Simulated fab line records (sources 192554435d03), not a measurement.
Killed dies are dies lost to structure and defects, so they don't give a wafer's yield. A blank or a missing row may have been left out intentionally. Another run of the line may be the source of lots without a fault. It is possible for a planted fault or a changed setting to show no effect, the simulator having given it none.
Matching of chambers | flow n5Finfet | N5_BEOL_M9_ILD_DEP_00 on pecvd-04: 3 sister chambers
The step deposits SiCOH lowk from DEMS/porogen, target thk 308.51 nm, time 58 s. 6 wafers are shown with their chamber, then 8 later ones without.

WAFERS PAIRED WITH THEIR CHAMBERS
wafer  | chamber | throttleValvePct (%) | showerheadPlenumPTorr (Torr)
L079.4 | 2       | 13.4                 | 5.713
L079.6 | 0       | 14.6                 | 5.727
L080.1 | 2       | 13.6                 | 5.711
L080.4 | 0       | 14.4                 | 5.716
L080.5 | 1       | 15.0                 | 5.750
L081.1 | 1       | 14.4                 | 5.737

WAFERS WITHOUT THEIR CHAMBER
wafer  | throttleValvePct (%) | showerheadPlenumPTorr (Torr)
L081.4 | 15.0                 | 5.748
L081.5 | 13.2                 | 5.714
L085.3 | 14.9                 | 5.756
L085.4 | 14.7                 | 5.761
L085.5 | 13.3                 | 5.718
L093.1 | 14.5                 | 5.725
L093.3 | 14.8                 | 5.744
L093.5 | 14.6                 | 5.710

THE CHAMBER EACH PASSED THROUGH
wafer  | from the rows above | in truth
L081.4 | 1                   | 1
L081.5 | 2                   | 2
L085.3 | 1                   | 1
L085.4 | 1                   | 1
L085.5 | 2                   | 2
L093.1 | 0                   | 0
L093.3 | 1                   | 1
L093.5 | 0                   | 0
Correct placement for 8 of the 8. Number that these rows cannot place: 0. Wrongly placed: 0.
How it was worked out, from the rows above alone: a wafer's distance from a chamber is the root of the sum, over the readings, of the square of ((its reading less the chamber's mean) divided by the reading's scatter). The wafer belongs to the nearest chamber; if the next one is less than 2 further off, it can't be placed. For every chamber, the mean is computed from those of its wafers that are shown. The scatter: take each reading less its chamber's mean, square it, sum over the shown wafers, divide by the number of wafers less the number of chambers, and take the root.
